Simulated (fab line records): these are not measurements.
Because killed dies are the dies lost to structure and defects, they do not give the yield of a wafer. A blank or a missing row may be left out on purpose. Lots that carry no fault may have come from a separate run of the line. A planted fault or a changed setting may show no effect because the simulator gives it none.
A lot that was struck, set against a sound lot    flow n5_finfet    27 out of 1938 route steps
Sound: the wafers L390.1, L390.2, L390.5. Wafers struck: L402.2, L402.6. Last of all comes the cause.
At each step with rows: each side's tool, then ch and its chambers, then its first start. Under that, the readings that differ: sound wafers    struck wafers    difference of the means    sigmas: that difference in standard deviations of wafers without a fault.
alike: a reading whose means differ by less than 2 such deviations, as well as words and numbers matching on both sides. not compared: withheld readings; readings where some wafer has no value; bounds like >300 that might hide an equal value; numbers whose values overlap and for which the record gives no deviation.
A row with sigmas, a row that says differs or no value, or rows on one side alone: a step with any of these is where the two part. Numbers that have no deviation but don't overlap get no sigmas and don't part them. Lack of a reading on every wafer of one side parts them only where that side has two or more wafers.

first, 3 steps without rows for these wafers: N5_STI_FIN_REVEAL_ALD_14 (deposits Si3N4, target thk 3 nm); N5_STI_FIN_REVEAL_FCVD_FILL_01 (material SiO2 flowable, target thk 312 nm, time 512.2 s); N5_STI_FIN_REVEAL_DENSIFY_02 (time 1800 s).
N5_STI_FIN_REVEAL_CMP_04: polishes, stops on Si3N4, t overpolish 4 s, target thk 131.83 nm.
  sound on cmp-03 ch 1,3, day 2 15:07; struck on cmp-02 ch 0,3, day 5 16:37
  alike: motor_current_A, overpolish_run_s, time_to_endpoint_s
N5_STI_FIN_REVEAL_THK_MEAS_05:
  struck on film_metro-01, day 5 16:48; sound on film_metro-01, day 2 15:24
  alike: thk_nm
N5_STI_FIN_REVEAL_DENSIFY_30:
  sound on rtp_anneal-01 ch 0, day 2 15:26; struck on rtp_anneal-01 ch 0, day 5 17:04
  alike: lamp_power_pct, lamp_zone_4_pct
  not compared: wafer_temp_C_max
then, 1 step without rows for these wafers: N5_STI_FIN_REVEAL_ETCHBACK_08 (etches SiO2 in C4F6/O2, target depth 30.5 nm, time 10.167 s).
N5_STI_FIN_REVEAL_STRIP_24: strips in N2/H2, time 90 s.
  sound on rie_diel-06 ch 0,1,3, day 2 15:51; struck on rie_diel-06 ch 1,3, day 5 17:17
  alike: bias_power_w, drypump_motor_current_A, oes_product_au, rf_vpp_V, showerhead_plenum_p_Torr, throttle_valve_pct
  not compared: rf_hours_counter_h
then, 4 steps without rows for these wafers: N5_STI_FIN_REVEAL_PRECLEAN_25 (cleans in SPM, time 90 s); N5_STI_FIN_REVEAL_PRECLEAN_26 (cleans in SC1, time 45 s); N5_STI_FIN_REVEAL_PRECLEAN_29 (cleans in DHF, time 30 s); N5_STI_FIN_REVEAL_SRD_12 (time 30 s).
N5_STI_FIN_REVEAL_RECESS_09: chemistry HF/NH3, target SiO2, afs cycles 11, target depth 42.5 nm, sublimation time 60 s.
  sound on vapor_etch-02 ch 0,1, day 2 16:04; struck on vapor_etch-02 ch 0, day 5 17:30
  alike: drypump_motor_current_A
then, 2 steps without rows for these wafers: N5_STI_FIN_REVEAL_STRIP_16 (strips SiNx in H3PO4, target depth 23.8 nm); N5_STI_FIN_REVEAL_PRECLEAN_17 (cleans in NF3:NH3, afs cycles 1, time 20 s, sublimation time 60 s).
N5_STI_FIN_REVEAL_ETCH_34: etches Si in H2, material Si, target depth 0.97 nm.
  sound on rie_si-04 ch 0,3, day 2 18:10; struck on rie_si-04 ch 1,3, day 5 19:35
  alike: drypump_motor_current_A, oes_product_au, throttle_valve_pct
  not compared: rf_hours_counter_h
then, 4 steps without rows for these wafers: N5_STI_FIN_REVEAL_OXIDATION_31 (chemistry O2 PLASMA REMOTE, time 20 s); N5_STI_FIN_REVEAL_PRECLEAN_32 (cleans in NF3:NH3, afs cycles 1, time 20 s, sublimation time 60 s); N5_STI_FIN_REVEAL_STRIP_35 (strips Si3N4 in H3PO4, target depth 4 nm, time 39 s); N5_STI_FIN_REVEAL_SRD_21 (time 30 s).
N5_STI_FIN_REVEAL_OXIDATION_33: chemistry O2 PLASMA REMOTE, time 20 s.
  sound on plasma_asher-02 ch 0,1, day 2 18:34; struck on plasma_asher-02 ch 0,1, day 5 20:00
  alike: drypump_motor_current_A, heater_power_w
  not compared: rf_hours_counter_h
then, 2 steps without rows for these wafers: N5_STI_FIN_REVEAL_CLEAN_19 (cleans in O3/DIW, time 120 s); N5_STI_FIN_REVEAL_SRD_23 (time 30 s).
N5_STI_FIN_REVEAL_CD_MEAS_22: target cd 6.238 nm, pitch 28 nm.
  struck on cd_sem-03, day 5 20:10; sound on cd_sem-03, day 2 18:44
  alike: cd_nm
N5_STI_FIN_REVEAL_FIN_H_MEAS_10:
  struck on ocd-02, day 5 20:12; sound on ocd-01, day 2 18:46
reading               sound           struck     difference  sigmas
trench_depth_nm (nm)  52.4 52.9 51.7  48.5 50.2  -3.0        -4
then, 1 step without rows for these wafers: N5_STI_FIN_REVEAL_PRECLEAN_18 (cleans in SC2, time 45 s).
N5_PASSIVATION_PROBE_49:
  the record holds rows for the sound wafers here (prober-02, day 14 08:16) but none for the struck ones

WHERE THEY PART
At N5_STI_FIN_REVEAL_FIN_H_MEAS_10 first; at N5_PASSIVATION_PROBE_49 last (within this record only).

WHY: the cause the simulator had injected
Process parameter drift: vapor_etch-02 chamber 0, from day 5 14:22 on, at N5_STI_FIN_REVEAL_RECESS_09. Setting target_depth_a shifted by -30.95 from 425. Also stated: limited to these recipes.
